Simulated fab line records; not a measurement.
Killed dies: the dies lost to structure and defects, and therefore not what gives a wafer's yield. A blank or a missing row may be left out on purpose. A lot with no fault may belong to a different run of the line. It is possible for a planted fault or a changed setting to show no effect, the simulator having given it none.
A lot that was struck, set against a sound lot    flow n5-finfet    39 out of 1938 route steps
Sound: the wafers L590.1, L590.4, L590.6. Struck: wafer L581.4. (L581.5 of the same lot was not struck and is left out.) The cause comes at the end.
At each step with rows: each side's tool, then ch and its chambers, then its first start. Under that, the readings that differ: sound wafers    struck wafers    difference of the means    sigmas: that difference in standard deviations of wafers without a fault.
alike: words and numbers the same on both sides, and readings whose means are apart by under 2 such deviations; not compared: readings that were withheld, readings missing a value for some wafer, numbers with overlapping values and no deviation given by the record, and bounds like >300 which may hide the same value.
The two part at a step that has a row with sigmas, a row that says differs or no value, or rows on one side only. Non-overlapping numbers with no deviation appear without sigmas and do not part them. A reading that every wafer of one side lacks parts them only if that side has two wafers or more.

first, 9 steps without rows for these wafers: N5_BEOL_M14_SOFTBAKE_23 (time 60 s); N5_BEOL_M14_EXPOSE_25 (exposes mask M14, target cd 280 nm); N5_BEOL_M14_PEB_26 (peb time 90 s); N5_BEOL_M14_DEVELOP_27 (develop time 45 s); N5_BEOL_M14_HARDBAKE_32 (time 120 s); N5_BEOL_M14_DESCUM_33 (chemistry O2, time 7.9 s); N5_BEOL_M14_ETCH_67 (etches SiARC in CF4, target depth 143 nm, time 238.3 s); N5_BEOL_M14_ETCH_68 (etches SOC in N2/H2, time 450 s); N5_BEOL_M14_STRIP_69 (strips in N2/H2).
N5_BEOL_M14_TRENCH_ETCH_34: etches SiO2 in C4F8/O2/Ar, target depth 556.65 nm, time 126.9 s.
  sound on rie-diel-04 ch 0,1,3, day 17 02:31; struck on rie-diel-02 ch 1, day 14 09:01
reading                   sound              struck  difference  sigmas
throttle-valve-pct (%)    30.90 30.61 30.69  30.27   -0.46       -2
model.etch.depth-nm (nm)  542.1 560.9 538.1  371.6   -175.4      
  alike: drypump-motor-current-A, he-inner-torr, oes_o_777_au, oes-product-au, rf-vpp-V, showerhead-plenum-p-Torr
  not compared: rf-hours-counter-h
then, 1 step without rows for these wafers: N5_BEOL_M14_STRIP_70 (strips in C4F8/O2/Ar).
N5_BEOL_M14_OCD_MEAS_35:
  sound on ocd-02, day 17 02:40; struck on ocd-02, day 14 09:11
reading               sound        struck  difference  sigmas
trench-depth-nm (nm)  542 561 538  372     -175        -8
then, 11 steps without rows for these wafers: N5_BEOL_M14_STRIP_37 (strips in O2); N5_BEOL_M14_ETCH_38 (etches SiCN in CF4/N2, target depth 106.5 nm, time 120.6 s); N5_BEOL_M14_PRECLEAN_39 (cleans in residue remover, time 60 s); N5_BEOL_M14_SRD_40 (time 30 s, dry time 30 s); N5_BEOL_M14_DEGAS_41 (time 60 s); N5_BEOL_M14_PRE_CLEAN_42 (time 30 s); N5_BEOL_M14_SPUTTER_43 (material TaN, target thk 15 nm, time 24.19 s); N5_BEOL_M14_SPUTTER_44 (material Ta, target thk 15 nm, time 24.19 s); N5_BEOL_M14_SPUTTER_45 (material Cu, target thk 100 nm, time 16.67 s); N5_BEOL_M14_ECD_47 (material Cu, target thk 1248 nm); N5_BEOL_M14_ANNEAL_48 (time 90 s).
N5_BEOL_M14_CMP_49: polishes, stops on SiO2, t overpolish 5.2 s, target thk 560 nm.
  sound on cmp-03 ch 0,2,3, day 17 05:08; struck on cmp-03 ch 2, day 14 13:04
reading                                  sound              struck  difference  sigmas
retaining-ring-pressure-frac             1.004 0.998 0.992  1.010   +0.012      +2
model.Cu_of_BEOL_M14_ECD_47.thk-nm (nm)  544.8 563.4 540.8  373.8   -175.9      
  alike: barrier-field-endpoint-s, clearing-platen-down-force-psi, motor-current-A, overpolish-run-s, time-to-endpoint-s
N5_BEOL_M14_THK_MEAS_50: measures by xrf.
  sound on film-metro-02, day 17 05:22; struck on film-metro-02, day 14 13:16
reading       sound        struck  difference  sigmas
M14_THK (nm)  540 559 540  375     -171        -8
then, 2 steps without rows for these wafers: N5_BEOL_M14_PRE_CLEAN_52 (time 15 s); N5_BEOL_M14_DEP_53 (deposits SiCN from 3MS/NH3, target thk 50 nm, time 17.8 s).
N5_BEOL_M14_RS_MEAS_54: the measuring method here is four-point-probe.
  sound on film-metro-02, day 17 05:29; struck on film-metro-01, day 14 13:23
reading          sound                 struck  difference  sigmas
M14_RS (ohm/sq)  0.0341 0.0330 0.0345  0.0504  +0.0165     +13
then, 9 steps without rows for these wafers: N5_BEOL_M15_ILD_DEP_00 (deposits SiO2 from TEOS/O2, target thk 1629.3 nm, time 346.1 s); N5_BEOL_M15_COAT_58 (time 60 s, resist thk 89 nm); N5_BEOL_M15_COAT_04 (resist thk 800 nm); N5_BEOL_M15_EBR_06; N5_BEOL_M15_SOFTBAKE_05 (time 60 s); N5_BEOL_M15_EXPOSE_07 (exposes mask V14); N5_BEOL_M15_PEB_08 (peb time 90 s); N5_BEOL_M15_DEVELOP_09 (develop time 45 s); N5_BEOL_M15_HARDBAKE_14 (time 120 s).
N5_BEOL_M15_RC_MEAS_101:
  sound on prober-01 ch 0, day 17 18:28; struck on prober-01 ch 0, day 14 22:19
reading                     sound              struck  difference  sigmas
SERP_M14 (ohm/um)           0.164 0.160 0.161  0.247   +0.085      +12
SERP_M14_max_site (ohm/um)  0.165 0.161 0.163  0.250   +0.087      +12
SERP_M7 (ohm/um)            12.4 13.1 13.0     14.3    +1.5        +2
  alike: COMB_M10, COMB_M11, COMB_M12, COMB_M13, COMB_M15, COMB_M5, COMB_M6, COMB_M7, COMB_M8, COMB_M9, COMB_M9_max_site, SERP_M10, SERP_M11, SERP_M12, SERP_M13, SERP_M13_max_site, SERP_M5, SERP_M6, SERP_M8, SERP_M9
N5_PASSIVATION_PROBE_49:
  sound on prober-02, day 18 13:34; struck on prober-02, day 15 13:52
reading               sound  struck  difference  sigmas
sort_bin_8_speed (%)  0 0 0  0.34    +0.34       +9
  alike: defect-limited-yield, killed_at_M0_to_M3, killed_at_M4_up, killed-at-contacts, killed-at-front-end, killed-at-other, killed-dies, killed-open, killed-short, sort_bin_5_function, sort_bin_6_memory, sort-n-pass

## WHERE THEY PART
Earliest at N5_BEOL_M14_TRENCH_ETCH_34; latest, in this record, at N5_PASSIVATION_PROBE_49.

WHY: the cause the simulator had injected
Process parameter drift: rie-diel-02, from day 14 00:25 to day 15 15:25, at N5_BEOL_M14_TRENCH_ETCH_34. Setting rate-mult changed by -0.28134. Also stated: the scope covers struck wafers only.
